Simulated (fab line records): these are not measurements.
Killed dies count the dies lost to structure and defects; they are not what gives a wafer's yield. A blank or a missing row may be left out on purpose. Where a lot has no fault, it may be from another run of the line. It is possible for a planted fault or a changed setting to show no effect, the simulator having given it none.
Matching of chambers -- flow n5Finfet -- rieDiel-05 running N5_BEOL_M7_ETCH_62: 4 sister chambers
The step etches SOC in N2/H2, target depth 110 nm, overetch 22 nm, time 165 s. 4 wafers are shown with their chamber, then 9 later ones without.

## EACH WAFER AND ITS CHAMBER
wafer,chamber,drypumpMotorCurrentA (A)
L082.2,2,6.5
L090.3,3,6.4
L090.4,0,5.4
L090.6,1,5.6

## WAFERS WITHOUT THEIR CHAMBER
wafer,drypumpMotorCurrentA (A)
L091.1,6.5
L091.3,5.4
L091.4,6.4
L092.2,6.3
L092.4,6.5
L092.6,6.4
L097.1,5.6
L097.2,6.5
L097.6,5.6

## CHAMBER TAKEN BY EACH
wafer,from the rows above,in truth
L091.1,2,2
L091.3,0,0
L091.4,3,3
L092.2,3,3
L092.4,2,2
L092.6,3,3
L097.1,1,1
L097.2,2,2
L097.6,1,1
9 of 9 placed correctly. Not placeable from these rows: 0. Placed wrongly: 0.
How it was worked out, from the rows above alone: a wafer's distance from a chamber is the root of the sum, over the readings, of the square of ((its reading less the chamber's mean) divided by the reading's scatter). If the next closest chamber is less than 2 further off than the closest, the wafer can't be placed; otherwise it belongs to the closest. A chamber's mean is the mean of its shown wafers. The scatter: with one shown wafer a chamber, the root of the mean of the squares of how far each hidden wafer lies from its nearest shown one.
